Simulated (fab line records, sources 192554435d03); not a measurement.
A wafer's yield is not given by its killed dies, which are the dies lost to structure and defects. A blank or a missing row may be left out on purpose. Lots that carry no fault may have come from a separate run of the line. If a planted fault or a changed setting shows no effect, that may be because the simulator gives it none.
A struck lot beside a sound one ; flow n5_finfet ; 21 out of 1938 route steps
Sound: these wafers, L658.2, L658.4, L658.5. Wafers struck: L675.1, L675.5, L675.6. The cause is named last.
Each step with rows lists, per side, the tool, then ch with its chambers, then its first start. Under that, the readings that differ: sound wafers ; struck wafers ; difference of the means ; sigmas: that difference in standard deviations of wafers without a fault.
alike: words and numbers the same on both sides, and readings whose means are apart by under 2 such deviations; not compared: readings that were withheld, readings missing a value for some wafer, numbers with overlapping values and no deviation given by the record, and bounds like >300 which may hide the same value.
The two part at a step that has a row with sigmas, a row that says differs or no value, or rows on one side only. When numbers do not overlap yet have no deviation, they are printed without sigmas and do not part them. Lack of a reading on every wafer of one side parts them only where that side has two or more wafers.

first, 8 steps without rows for these wafers: N5_BEOL_M13_COAT_58 (time 60 s, resist thk 89 nm); N5_BEOL_M13_COAT_04 (resist thk 400 nm); N5_BEOL_M13_EBR_06; N5_BEOL_M13_SOFTBAKE_05 (time 60 s); N5_BEOL_M13_EXPOSE_07 (exposes mask V12); N5_BEOL_M13_PEB_08 (peb time 90 s); N5_BEOL_M13_DEVELOP_09 (develop time 45 s); N5_BEOL_M13_HARDBAKE_14 (time 120 s).
N5_BEOL_M13_CD_MEAS_10 targets a cd of 190 nm.
  sound on cd_sem-03 ch 0, day 12 06:05; struck on cd_sem-02 ch 0, day 18 02:19
  alike: cd_nm
N5_BEOL_M13_OVL_MEAS_11:
  sound on overlay-02 ch 0, day 12 06:07; struck on overlay-02 ch 0, day 18 02:21
  alike: V12_OVL
N5_BEOL_M13_INSPECT_12: inspects for defects (macro).
  sound on defect_inspect-02, day 12 06:08; struck on defect_inspect-02, day 18 02:23
  alike: raw_defect_count
N5_BEOL_M13_DESCUM_15: chemistry O2, time 7.9 s.
  sound on rie_diel-01 ch 0,2,3, day 12 06:11; struck on rie_diel-03 ch 0,1,3, day 18 02:25
  alike: drypump_motor_current_A, oes_product_au, rf_fwd_power_W, rf_vpp_V, showerhead_plenum_p_Torr, throttle_valve_pct
  not compared: rf_hours_counter_h
N5_BEOL_M13_ETCH_59: etches BARC in N2/H2, target depth 89 nm, overetch 26.7 nm, time 67.9 s.
  sound on rie_diel-01 ch 0,2,3, day 12 06:13; struck on rie_diel-03 ch 0,1,3, day 18 02:27
reading;sound;struck;difference;sigmas
model.coat_of_BEOL_M13_COAT_04.thk_nm (nm);317.2 314.8 316.6;267.8 273.2 273.8;-44.6;
  alike: drypump_motor_current_A, oes_product_au, rf_fwd_power_W, rf_vpp_V, showerhead_plenum_p_Torr, throttle_valve_pct
  not compared: rf_hours_counter_h
N5_BEOL_M13_VIA_ETCH_16: etches SiOC in C4F8/O2/Ar, target depth 921.7 nm.
  sound on rie_diel-01 ch 0,2,3, day 12 06:16; struck on rie_diel-03 ch 0,1,3, day 18 02:30
reading;sound;struck;difference;sigmas
model.coat_of_BEOL_M13_COAT_04.thk_nm (nm);69.8 62.6 64.2;25.8 21.8 24.8;-41.4;
  alike: drypump_motor_current_A, he_outer_torr, oes_product_au, rf_fwd_power_W, rf_vpp_V, showerhead_plenum_p_Torr, throttle_valve_pct
N5_BEOL_M13_STRIP_63: strips in N2/H2.
  sound on plasma_asher-02 ch 0,1, day 12 06:30; struck on plasma_asher-02 ch 0,1, day 18 02:44
reading;sound;struck;difference;sigmas
oes_product_au (a.u.);0.677 0.669 0.673;0.622 0.579 0.625;-0.064;-14
strip_time_to_endpoint_s (s);27.6 25.5 25.9;13.6 12.2 13.2;-13.3;-13
  alike: drypump_motor_current_A, heater_power_w
  not compared: rf_hours_counter_h
N5_BEOL_M13_STRIP_64: strips in N2/H2.
  sound on plasma_asher-02 ch 0,1, day 12 06:34; struck on plasma_asher-02 ch 0,1, day 18 02:47
  alike: drypump_motor_current_A, heater_power_w, oes_product_au, strip_time_to_endpoint_s
  not compared: rf_hours_counter_h
then, 2 steps without rows for these wafers: N5_BEOL_M13_STRIP_71 (strips in post etch residue remover, time 60 s); N5_BEOL_M13_SRD_72 (time 30 s, dry time 30 s).
N5_BEOL_M13_CD_MEAS_17 targets a cd of 190 nm.
  sound on cd_sem-01, day 12 06:43; struck on cd_sem-01, day 18 02:56
reading;sound;struck;difference;sigmas
cd_nm (nm);190.3 190.6 190.5;201.9 200.0 201.8;+10.8;+6
then, 1 step without rows for these wafers: N5_BEOL_M13_COAT_65 (time 60 s, resist thk 350 nm).
N5_PASSIVATION_PROBE_49:
  rows exist in the record for the struck wafers here (prober-01, day 19 10:31), but not for the sound ones

WHERE THEY PART
Last at N5_PASSIVATION_PROBE_49 as far as this record goes, first at N5_BEOL_M13_STRIP_63.

WHY: the cause the simulator had injected
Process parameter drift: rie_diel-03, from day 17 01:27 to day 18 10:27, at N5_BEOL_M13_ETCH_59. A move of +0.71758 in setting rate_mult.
